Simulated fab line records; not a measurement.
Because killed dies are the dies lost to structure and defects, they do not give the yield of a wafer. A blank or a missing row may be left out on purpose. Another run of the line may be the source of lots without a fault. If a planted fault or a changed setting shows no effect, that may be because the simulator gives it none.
Chamber matching | flow n5-finfet | 4 sister chambers for N5_BEOL_M9_ETCH_61 on rie-diel-03
The step etches SiARC in CF4, target depth 39 nm, time 65 s. 16 wafers are shown with their chamber, then 8 later ones without.

== WAFERS WITH THEIR CHAMBER ==
wafer  | chamber | showerhead-plenum-p-Torr (Torr) | drypump-motor-current-A (A) | throttle-valve-pct (%)
L077.1 | 0       | 2.16                            | 5.0                         | 15.18
L077.2 | 3       | 2.22                            | 6.2                         | 15.73
L077.4 | 1       | 2.13                            | 5.3                         | 15.52
L078.1 | 3       | 2.22                            | 6.2                         | 15.72
L078.4 | 0       | 2.16                            | 5.0                         | 15.20
L078.6 | 0       | 2.16                            | 5.0                         | 15.19
L086.1 | 0       | 2.16                            | 5.0                         | 15.24
L086.3 | 0       | 2.16                            | 5.0                         | 15.25
L086.5 | 0       | 2.16                            | 5.0                         | 15.23
L085.2 | 3       | 2.21                            | 6.2                         | 15.75
L085.5 | 2       | 2.29                            | 5.5                         | 15.38
L085.6 | 0       | 2.16                            | 5.0                         | 15.23
L087.1 | 3       | 2.21                            | 6.3                         | 15.79
L087.5 | 2       | 2.29                            | 5.5                         | 15.39
L087.6 | 3       | 2.21                            | 6.3                         | 15.77
L088.1 | 3       | 2.21                            | 6.3                         | 15.80

SIGNATURES (averages over the wafers above)
reading                  | chamber 0 | chamber 1 | chamber 2 | chamber 3 | scatter within a chamber
showerhead-plenum-p-Torr | 2.1600    | 2.1300    | 2.2900    | 2.2133    | 0.00333
drypump-motor-current-A  | 5.000     | 5.300     | 5.500     | 6.250     | 0.0354
throttle-valve-pct       | 15.2171   | 15.5200   | 15.3850   | 15.7600   | 0.0283
Rule: for a wafer and a chamber, the distance is found by dividing, reading by reading, the gap between the wafer's reading and the chamber's mean by the reading's scatter, squaring, summing and taking the root. The wafer belongs to the nearest chamber; if the next one is less than 2 further off, it can't be placed. How the scatter is found: for the shown wafers, subtract from each reading the mean of its chamber, square and add these, divide the total by (wafers less chambers), then take the root.

== WAFERS WHOSE CHAMBER IS MISSING ==
wafer  | showerhead-plenum-p-Torr (Torr) | drypump-motor-current-A (A) | throttle-valve-pct (%)
L088.3 | 2.15                            | 5.0                         | 15.25
L088.4 | 2.28                            | 5.5                         | 15.39
L091.2 | 2.28                            | 5.5                         | 15.40
L091.3 | 2.21                            | 6.3                         | 15.78
L091.6 | 2.21                            | 6.2                         | 15.79
L094.1 | 2.13                            | 5.3                         | 15.55
L094.5 | 2.13                            | 5.3                         | 15.55
L094.6 | 2.28                            | 5.5                         | 15.42

== EACH ONE'S CHAMBER ==
wafer  | from the rows above | in truth
L088.3 | 0                   | 0
L088.4 | 2                   | 2
L091.2 | 2                   | 2
L091.3 | 3                   | 3
L091.6 | 3                   | 3
L094.1 | 1                   | 1
L094.5 | 1                   | 1
L094.6 | 2                   | 2
Correct placement for 8 of the 8. Number that these rows cannot place: 0. Wrongly placed: 0.
